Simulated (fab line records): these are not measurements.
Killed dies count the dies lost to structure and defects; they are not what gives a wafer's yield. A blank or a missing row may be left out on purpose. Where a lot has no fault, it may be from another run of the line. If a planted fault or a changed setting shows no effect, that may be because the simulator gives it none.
fab line records + flow n5_finfet
record:
- lots: 6
- wafers: 16
- last_day: 20
route steps=1938 shown BEOL_M3@1004 BEOL_M4@1111 PASSIVATION@1936
lots untouched by any fault: they come from a run of this same line in which no faults occurred
start_h: hours from the record's opening day to when the first of the lot's shown wafers began + wait_h: hours from the lot's prior step to this one + " identical to the entry in the row above + L1.1+2: one row covering several wafers at once + - either no value or no given start + * or withheld: withheld + < > ~ a bound
route shown NAME@n: names a module that has steps shown in the file, with the first one's number in the route + usual: the fault-free wafers' mean and standard deviation + same: alike in all rows + chamber/n: place in a boat + sites: each site's reading + _std_site: standard deviation across them + _edge_site: inner sites' mean taken away from outer sites' mean + radius_mm: for every site, how far away it sits from the centre of the wafer + mask NAME#n: copy n + behind: the most recent tool/chamber to have shaped the wafer + hold: why the lot went on hold/how many hours it stayed there/how the hold came to an end + device: whichever transistor did not switch (one of n, p or np) + end of line: tests run on the same wafers once the route is complete + for a step that has no rows: nothing shown but its recipe + killed: dies lost to structure and defects at the first sort, not the wafer's yield + map: a wafer's dies, x killed, . not, _ none there
set.NAME: the run value of the setting; set.NAME@STEP: its run value at that earlier step + model.NAME: the simulator's own value behind a step, which no gauge read
lots seen at some steps along the route; tables by step, rows by wafer
services: the hour from which a tool's chamber was out of use, counted from the record's first day as start_h (under 0 if before that day), plus the number of hours and why
== steps ==
step: N5_BEOL_M3_SPUTTER_90
recipe:
- material: Cu
- target_thk_a: 45
- temp_c: -20
- chamber_pressure_pa: 0.07
- power_w: withheld
- time_s: 8.29
step: N5_BEOL_M3_ANNEAL_91
recipe:
- temp_c: 400
- time_s: 240
- ambient: vacuum
usual:
- heater_power_w: 783/110
| lot.wafer | tool           | chamber | start_h | wait_h | heater_power_w |
|-----------|----------------|---------|---------|--------|----------------|
| L846.2    | pvd_sputter-03 | -       | 177.92  | 0.0    | 676            |
| L846.3    | "              | -       | "       | "      | 624            |
| L846.4    | "              | -       | "       | "      | 784            |
| L851.1    | pvd_sputter-02 | -       | 211.22  | 0.0    | 855            |
| L851.2    | "              | -       | "       | "      | 715            |
| L851.5    | "              | -       | "       | "      | 769            |
| L854.4    | pvd_sputter-01 | -       | 227.77  | 0.0    | 891            |
| L854.5    | "              | -       | "       | "      | 909            |
| L858.4    | pvd_sputter-02 | -       | 254.65  | 0.0    | 860            |
| L858.6    | "              | -       | "       | "      | 712            |
| L868.2    | pvd_sputter-02 | -       | 318.46  | 0.0    | 884            |
| L868.3    | "              | -       | "       | "      | 793            |
| L868.5    | "              | -       | "       | "      | 878            |
| L867.2    | pvd_sputter-01 | -       | 323.54  | 0.0    | 707            |
| L867.3    | "              | -       | "       | "      | 882            |
| L867.5    | "              | -       | "       | "      | 750            |
step: N5_BEOL_M3_SPUTTER_92
recipe:
- material: Cu
- target_thk_a: 45
- temp_c: -20
- chamber_pressure_pa: 0.07
- power_w: withheld
- time_s: 8.29
usual:
- throttle_valve_pct: 30.3/1.5
| lot.wafer | tool           | chamber | start_h | wait_h | throttle_valve_pct |
|-----------|----------------|---------|---------|--------|--------------------|
| L846.2    | pvd_sputter-03 | -       | 178.06  | 0.1    | 29.2               |
| L846.3    | "              | -       | "       | "      | 30.9               |
| L846.4    | "              | -       | "       | "      | 29.9               |
| L851.1    | pvd_sputter-02 | -       | 211.36  | 0.1    | 29.2               |
| L851.2    | "              | -       | "       | "      | 32.2               |
| L851.5    | "              | -       | "       | "      | 29.1               |
| L854.4    | pvd_sputter-01 | -       | 227.91  | 0.1    | 32.5               |
| L854.5    | "              | -       | "       | "      | 32.8               |
| L858.4    | pvd_sputter-02 | -       | 254.79  | 0.1    | 29.1               |
| L858.6    | "              | -       | "       | "      | 32.4               |
| L868.2    | pvd_sputter-02 | -       | 318.60  | 0.1    | 29.0               |
| L868.3    | "              | -       | "       | "      | 29.5               |
| L868.5    | "              | -       | "       | "      | 29.2               |
| L867.2    | pvd_sputter-01 | -       | 323.68  | 0.1    | 29.3               |
| L867.3    | "              | -       | "       | "      | 32.8               |
| L867.5    | "              | -       | "       | "      | 28.4               |
step: N5_BEOL_M3_ANNEAL_93
recipe:
- temp_c: 400
- time_s: 240
- ambient: vacuum
step: N5_BEOL_M3_SPUTTER_94
recipe:
- material: Cu
- target_thk_a: 45
- temp_c: -20
- chamber_pressure_pa: 0.07
- power_w: withheld
- time_s: 8.29
step: N5_BEOL_M3_ANNEAL_95
recipe:
- temp_c: 400
- time_s: 240
- ambient: vacuum
step: N5_BEOL_M3_SPUTTER_96
recipe:
- material: Cu
- target_thk_a: 45
- temp_c: -20
- chamber_pressure_pa: 0.07
- power_w: withheld
- time_s: 8.29
usual:
- throttle_valve_pct: 30.3/1.5
| lot.wafer | tool           | chamber | start_h | wait_h | throttle_valve_pct |
|-----------|----------------|---------|---------|--------|--------------------|
| L846.2    | pvd_sputter-03 | -       | 178.50  | 0.1    | 29.4               |
| L846.3    | "              | -       | "       | "      | 30.6               |
| L846.4    | "              | -       | "       | "      | 29.8               |
| L851.1    | pvd_sputter-02 | -       | 211.80  | 0.1    | 29.0               |
| L851.2    | "              | -       | "       | "      | 32.4               |
| L851.5    | "              | -       | "       | "      | 29.3               |
| L854.4    | pvd_sputter-01 | -       | 228.35  | 0.1    | 32.8               |
| L854.5    | "              | -       | "       | "      | 33.2               |
| L858.4    | pvd_sputter-02 | -       | 255.23  | 0.1    | 29.4               |
| L858.6    | "              | -       | "       | "      | 32.4               |
| L868.2    | pvd_sputter-02 | -       | 319.04  | 0.1    | 29.1               |
| L868.3    | "              | -       | "       | "      | 29.4               |
| L868.5    | "              | -       | "       | "      | 29.1               |
| L867.2    | pvd_sputter-01 | -       | 324.12  | 0.1    | 29.5               |
| L867.3    | "              | -       | "       | "      | 32.8               |
| L867.5    | "              | -       | "       | "      | 28.5               |
step: N5_BEOL_M3_ECD_50
recipe:
- material: Cu
- target_thk_a: 3000
step: N5_BEOL_M3_ANNEAL_51
recipe:
- temp_c: 225
- time_s: 90
- ambient: N2
step: N5_BEOL_M3_CMP_52
recipe:
- stop_on: SiOC
- t_overpolish_s: 6.8
- down_force_psi: 1
- platen_rpm: 50
- clearing_platen_down_force_psi: 1.5
- clearing_platen_rpm: 50
- post_cmp_clean: cu_alkaline
- target_thk_nm: 40
- clearing_platen_pad_velocity_m_s: 0.99484
- pad_velocity_m_s: 0.99484
usual:
- barrier_field_endpoint_s: 24.4/0.51
- clearing_platen_down_force_psi: 1.5003/0.0028
- motor_current_A: 5.8/0.32
- overpolish_run_s: 6.801/0.0082
- slurry_flow_ml_min: 150.0/0.48
- time_to_endpoint_s: 60.5/2.3
| lot.wafer | tool   | chamber | start_h | wait_h | barrier_field_endpoint_s | clearing_platen_down_force_psi | motor_current_A | overpolish_run_s | slurry_flow_ml_min | time_to_endpoint_s |
|-----------|--------|---------|---------|--------|--------------------------|--------------------------------|-----------------|------------------|--------------------|--------------------|
| L846.3    | cmp-03 | 1       | 178.99  | 0.2    | 24.1                     | 1.4995                         | 5.5             | 6.820            | 149.7              | 58.2               |
| L846.2    | "      | 3       | "       | "      | 23.8                     | 1.5032                         | 5.4             | 6.801            | 149.5              | 59.1               |
| L846.4    | "      | 0       | "       | "      | 23.8                     | 1.4987                         | 7.1             | 6.796            | 149.7              | 60.5               |
| L851.2    | cmp-01 | 0       | 212.29  | 0.2    | 24.2                     | 1.5001                         | 6.0             | 6.786            | 149.9              | 58.7               |
| L851.1    | "      | 3       | "       | "      | 24.4                     | 1.4955                         | 5.9             | 6.790            | 150.8              | 60.5               |
| L851.5    | "      | 1       | "       | "      | 25.1                     | 1.5017                         | 6.0             | 6.804            | 149.7              | 63.4               |
| L854.4    | cmp-01 | 0       | 228.89  | 0.2    | 25.0                     | 1.4989                         | 6.0             | 6.800            | 150.0              | 59.0               |
| L854.5    | "      | 0       | "       | "      | 24.5                     | 1.4947                         | 6.0             | 6.805            | 150.4              | 60.0               |
| L858.4    | cmp-03 | 2       | 256.03  | 0.2    | 24.5                     | 1.5057                         | 5.6             | 6.801            | 150.5              | 63.7               |
| L858.6    | "      | 1       | "       | "      | 24.4                     | 1.5000                         | 6.1             | 6.799            | 149.4              | 64.4               |
| L868.3    | cmp-03 | 2       | 320.21  | 0.8    | 24.0                     | 1.4985                         | 5.3             | 6.812            | 149.5              | 61.3               |
| L868.2    | "      | 3       | "       | "      | 23.6                     | 1.4998                         | 5.5             | 6.805            | 150.1              | 64.3               |
| L868.5    | "      | 1       | "       | "      | 23.6                     | 1.5019                         | 5.7             | 6.807            | 149.8              | 62.6               |
| L867.2    | cmp-01 | 3       | 324.63  | 0.2    | 24.6                     | 1.5007                         | 5.7             | 6.800            | 149.7              | 61.4               |
| L867.3    | "      | 1       | "       | "      | 25.0                     | 1.5010                         | 6.1             | 6.796            | 149.3              | 60.8               |
| L867.5    | "      | 0       | "       | "      | 24.8                     | 1.5003                         | 5.8             | 6.801            | 150.0              | 61.8               |
step: N5_BEOL_M3_THK_MEAS_53
recipe:
- thk_meas_gauge: xrf
- reads: Cu_of_BEOL_M3_ECD_50
usual:
- M3_THK: 39.5/1.5
| lot.wafer | tool          | chamber | start_h | wait_h | M3_THK[nm] |
|-----------|---------------|---------|---------|--------|------------|
| L846.2    | film_metro-02 | -       | 179.28  | -      | 39.3       |
| L846.3    | "             | -       | "       | "      | 39.5       |
| L846.4    | "             | -       | "       | "      | 40.0       |
| L851.1    | film_metro-01 | -       | 212.58  | -      | 38.5       |
| L851.2    | "             | -       | "       | "      | 37.6       |
| L851.5    | "             | -       | "       | "      | 41.3       |
| L854.4    | film_metro-02 | -       | 229.14  | -      | 41.3       |
| L854.5    | "             | -       | "       | "      | 40.9       |
| L858.4    | film_metro-01 | -       | 256.29  | -      | 42.7       |
| L858.6    | "             | -       | "       | "      | 42.2       |
| L868.2    | film_metro-02 | -       | 320.46  | -      | 38.2       |
| L868.3    | "             | -       | "       | "      | 39.2       |
| L868.5    | "             | -       | "       | "      | 38.5       |
| L867.2    | film_metro-01 | -       | 324.92  | -      | 38.7       |
| L867.3    | "             | -       | "       | "      | 41.2       |
| L867.5    | "             | -       | "       | "      | 39.8       |
step: N5_BEOL_M3_PRE_CLEAN_60
recipe:
- gas: NH3/H2
- time_s: 15
- temp_c: *
- rf_power_w: 300
usual:
- heater_power_w: 87/18
| lot.wafer | tool      | chamber | start_h | wait_h | heater_power_w |
|-----------|-----------|---------|---------|--------|----------------|
| L846.2    | cvd_co-01 | 2       | 179.32  | 0.0    | 69             |
| L846.3    | "         | 0       | "       | "      | 68             |
| L846.4    | "         | 1       | "       | "      | 99             |
| L851.1    | cvd_co-02 | 2       | 212.62  | 0.0    | 87             |
| L851.2    | "         | 1       | "       | "      | 91             |
| L851.5    | "         | 0       | "       | "      | 126            |
| L854.4    | cvd_co-02 | 2       | 229.20  | 0.1    | 86             |
| L854.5    | "         | 1       | "       | "      | 94             |
| L858.4    | cvd_co-02 | 2       | 256.34  | 0.1    | 89             |
| L858.6    | "         | 0       | "       | "      | 126            |
| L868.2    | cvd_co-01 | 2       | 320.73  | 0.3    | 70             |
| L868.3    | "         | 0       | "       | "      | 70             |
| L868.5    | "         | 1       | "       | "      | 97             |
| L867.2    | cvd_co-01 | 2       | 324.96  | 0.0    | 70             |
| L867.3    | "         | 1       | "       | "      | 96             |
| L867.5    | "         | 0       | "       | "      | 73             |
step: N5_BEOL_M3_CO_CAP_55
recipe:
- material: Co
- target_thk_a: 20
- temp_c: 200
- precursor: CCTBA/H2
- pressure_torr: 30
- time_s: 102.1
usual:
- heater_power_w: 239/23
- run_length_s: 124.9/0.38
| lot.wafer | tool      | chamber | start_h | wait_h | heater_power_w | run_length_s | model.Co_of_BEOL_M3_CO_CAP_55.thk_nm |
|-----------|-----------|---------|---------|--------|----------------|--------------|--------------------------------------|
| L846.2    | cvd_co-01 | 2       | 179.36  | 0.0    | 216            | 125.1        | 2                                    |
| L846.3    | "         | 0       | "       | "      | 218            | 125.0        | 2                                    |
| L846.4    | "         | 1       | "       | "      | 252            | 124.7        | 2                                    |
| L851.1    | cvd_co-02 | 2       | 212.66  | 0.0    | 242            | 124.6        | 2.2                                  |
| L851.2    | "         | 1       | "       | "      | 243            | 125.0        | 2                                    |
| L851.5    | "         | 0       | "       | "      | 286            | 124.3        | 2                                    |
| L854.4    | cvd_co-02 | 2       | 229.25  | 0.0    | 238            | 85.2         | 1.2                                  |
| L854.5    | "         | 1       | "       | "      | 248            | 125.3        | 2                                    |
| L858.4    | cvd_co-02 | 2       | 256.40  | 0.0    | 239            | 85.2         | 1.2                                  |
| L858.6    | "         | 0       | "       | "      | 289            | 84.3         | 1.2                                  |
| L868.2    | cvd_co-01 | 2       | 320.77  | 0.0    | 220            | 124.8        | 2                                    |
| L868.3    | "         | 0       | "       | "      | 216            | 124.8        | 2                                    |
| L868.5    | "         | 1       | "       | "      | 247            | 124.9        | 2                                    |
| L867.2    | cvd_co-01 | 2       | 325.00  | 0.0    | 219            | 125.0        | 2.2                                  |
| L867.3    | "         | 1       | "       | "      | 252            | 124.3        | 2                                    |
| L867.5    | "         | 0       | "       | "      | 215            | 124.9        | 2                                    |
step: N5_BEOL_M3_PRE_CLEAN_56
recipe:
- gas: NH3
- time_s: 15
- temp_c: withheld
- rf_power_w: 300
step: N5_BEOL_M4_RC_MEAS_101
usual:
- DIBL_N: 36.3/1.2
- DIBL_P: 36.3/1.4
- IOFF_N: 0.160/0.02
- IOFF_P: 0.210/0.025
- ION_N: 675/9.5
- ION_P: 462/7
- SS_N: 71.5/0.53
- SS_P: 73.4/0.55
- VT_N: 249.5/2.6
- VT_P: -250.1/2.9
| lot.wafer | tool      | chamber | start_h | wait_h | DIBL_N[mV/V] | DIBL_P[mV/V] | IOFF_N[nA/um] | IOFF_P[nA/um] | ION_N[uA/um] | ION_P[uA/um] | SS_N[mV/dec] | SS_P[mV/dec] | VT_N[mV] | VT_P[mV] |
|-----------|-----------|---------|---------|--------|--------------|--------------|---------------|---------------|--------------|--------------|--------------|--------------|----------|----------|
| L846.2    | prober-01 | 0       | 191.72  | 0.2    | 37.2         | 37.5         | 0.179         | 0.214         | 690          | 464          | 72.1         | 73.7         | 246.7    | -247.7   |
| L846.3    | "         | 0       | "       | "      | 36.0         | 35.6         | 0.159         | 0.201         | 676          | 459          | 71.7         | 73.1         | 250.5    | -252.1   |
| L846.4    | "         | 0       | "       | "      | 37.6         | 37.0         | 0.173         | 0.208         | 683          | 464          | 72.0         | 73.1         | 246.7    | -247.2   |
| L851.1    | prober-01 | 0       | 221.03  | 0.0    | 38.1         | 38.2         | 0.185         | 0.239         | 685          | 468          | 71.7         | 73.6         | 250.3    | -249.3   |
| L851.2    | "         | 0       | "       | "      | 36.5         | 35.4         | 0.151         | 0.197         | 682          | 460          | 71.9         | 73.5         | 252.0    | -251.2   |
| L851.5    | "         | 0       | "       | "      | 38.6         | 38.3         | 0.192         | 0.237         | 693          | 471          | 72.1         | 73.9         | 249.6    | -250.4   |
| L854.4    | prober-02 | 0       | 248.21  | 0.5    | 37.4         | 37.4         | 0.188         | 0.253         | 670          | 466          | 72.8         | 73.0         | 244.6    | -247.5   |
| L854.5    | "         | 0       | "       | "      | 34.4         | 34.2         | 0.134         | 0.198         | 666          | 465          | 70.9         | 72.1         | 250.7    | -250.9   |
| L858.4    | prober-01 | 0       | 290.80  | 0.5    | 39.6         | 39.4         | 0.210         | 0.281         | 678          | 465          | 72.2         | 74.2         | 246.4    | -245.3   |
| L858.6    | "         | 0       | "       | "      | 37.4         | 37.1         | 0.168         | 0.236         | 679          | 470          | 71.8         | 72.7         | 250.2    | -246.4   |
| L868.2    | prober-01 | 0       | 356.15  | 0.2    | 36.0         | 37.3         | 0.190         | 0.201         | 660          | 448          | 72.0         | 72.8         | 247.1    | -254.9   |
| L868.3    | "         | 0       | "       | "      | 35.3         | 37.3         | 0.179         | 0.207         | 670          | 450          | 71.0         | 73.1         | 247.2    | -250.9   |
| L868.5    | "         | 0       | "       | "      | 36.7         | 38.6         | 0.202         | 0.221         | 684          | 455          | 71.5         | 73.9         | 247.4    | -252.8   |
| L867.2    | prober-02 | 0       | 363.44  | 0.2    | 35.5         | 36.3         | 0.164         | 0.216         | 691          | 475          | 71.3         | 73.3         | 245.8    | -247.9   |
| L867.3    | "         | 0       | "       | "      | 35.2         | 35.8         | 0.151         | 0.197         | 676          | 461          | 70.9         | 73.0         | 248.9    | -248.3   |
| L867.5    | "         | 0       | "       | "      | 36.0         | 36.6         | 0.176         | 0.216         | 688          | 468          | 71.5         | 73.1         | 245.0    | -248.6   |
step: N5_PASSIVATION_PROBE_49
usual:
- defect_limited_yield: 90.9/1.3
- killed_at_M0_to_M3: 36/11
- killed_at_M4_up: 13/5.1
- killed_at_contacts: 14/4.9
- killed_at_front_end: 41/10
- killed_at_other: 3.4/2.6
- killed_dies: 107/16
- killed_open: 70/11
- killed_short: 36/7.8
- sort_bin_5_function: 5.4/0.84
- sort_bin_6_memory: 3.4/0.67
- sort_n_pass: 1073/16
- sort_yield_pct: 90.9/1.3
same:
- gross_dies: 1180
- killed_at_back_side: 0
- sort_bin_4_leakage[%]: 0
- sort_bin_8_speed[%]: 0
| lot.wafer | tool      | chamber | start_h | wait_h | defect_limited_yield[%] | killed_at_M0_to_M3 | killed_at_M4_up | killed_at_contacts | killed_at_front_end | killed_at_other | killed_dies | killed_open | killed_short | sort_bin_5_function[%] | sort_bin_6_memory[%] | sort_n_pass | sort_yield_pct[%] |
|-----------|-----------|---------|---------|--------|-------------------------|--------------------|-----------------|--------------------|---------------------|-----------------|-------------|-------------|--------------|------------------------|----------------------|-------------|-------------------|
| L854.5    | prober-01 | -       | 363.96  | 0.2    | 91.6                    | 27                 | 14              | 14                 | 42                  | 2               | 99          | 66          | 32           | 5.1                    | 3.1                  | 1081        | 91.6              |
| L858.4    | prober-01 | -       | 396.05  | 0.2    | 89.7                    | 52                 | 10              | 17                 | 39                  | 4               | 122         | 79          | 43           | 6.7                    | 3.1                  | 1058        | 89.7              |
| L858.6    | prober-01 | -       | 396.15  | 0.3    | 89.8                    | 43                 | 12              | 8                  | 53                  | 4               | 120         | 68          | 51           | 6.1                    | 3.7                  | 1060        | 89.8              |
killed by level:class
L854.5 BEOL_M3:geometric_particle:open=12 MOL_CONTACT_COAG:geometric_particle:open=10 FIN_SAQP:geometric_particle:open=8 FIN_SAQP:geometric_particle:short=8 DUMMY_GATE:geometric_particle:open=6 BEOL_M4:geometric_particle:open=6 STI_FIN_REVEAL:geometric_particle:open=4 GATE_CUT:geometric_particle:short=4
L858.4 MOL_CONTACT_COAG:geometric_particle:open=15 FIN_SAQP:geometric_particle:short=12 BEOL_M3:geometric_particle:open=9 BEOL_M0_SAQP:geometric_particle:short=8 BEOL_M0_SAQP:geometric_particle:open=7 BEOL_M1:geometric_particle:open=7 BEOL_M2:geometric_particle:open=7 DUMMY_GATE:geometric_particle:open=6
L858.6 FIN_SAQP:geometric_particle:short=14 BEOL_M0_SAQP:geometric_particle:open=13 BEOL_M0_SAQP:geometric_particle:short=9 DUMMY_GATE:geometric_particle:open=7 GATE_CUT:geometric_particle:short=7 MOL_CONTACT_COAG:geometric_particle:open=7 FIN_SAQP:geometric_particle:open=6 BEOL_M1:geometric_particle:open=6
== services ==
| tool      | chamber | start_h | hours | kind                           |
|-----------|---------|---------|-------|--------------------------------|
| cmp-01    | -       | 159.13  | 2.1   | repair                         |
| cmp-03    | -       | 174.62  | 3.7   | pm                             |
| cmp-03    | -       | 182.14  | 4.0   | pm                             |
| cmp-03    | -       | 186.14  | -     | consumable_replace:conditioner |
| cmp-03    | -       | 186.14  | -     | consumable_replace:pad         |
| cmp-03    | -       | 199.31  | 4.2   | repair                         |
| cmp-01    | -       | 203.65  | 1.3   | repair                         |
| cmp-01    | -       | 225.37  | 0.7   | repair                         |
| cvd_co-01 | 0       | 258.76  | 11.8  | repair                         |
| cmp-01    | -       | 275.16  | 0.4   | repair                         |
| cmp-01    | -       | 304.45  | 6.7   | pm                             |
| cvd_co-02 | -       | 305.14  | 28.1  | pm                             |
| cmp-01    | -       | 312.79  | 1.2   | repair                         |
== key ==
first_sign:
- step: N5_BEOL_M3_CO_CAP_55
- reading: run_length_s
- direction: down
- sigmas: 99+
- usual: *
- struck: *
effect none on later readings
model_effect:
- step: N5_BEOL_M3_CO_CAP_55
- value: Co_of_BEOL_M3_CO_CAP_55.thk_nm
- without: 2
- struck: 1.2
met_at N5_BEOL_M3_CO_CAP_55
struck_wafers L854.4,L858.4,L858.6
onset_between 212.66 229.25
fault:
- kind: process_parameter_drift
- tool: cvd_co-02
- chamber: -
- onset_h: 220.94
- steps: N5_BEOL_M3_CO_CAP_55
- channel: time_s
- offset: *
- shape: step
- end_h: 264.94
- scope: struck_wafers_only
- acts_in: *
- stated: *
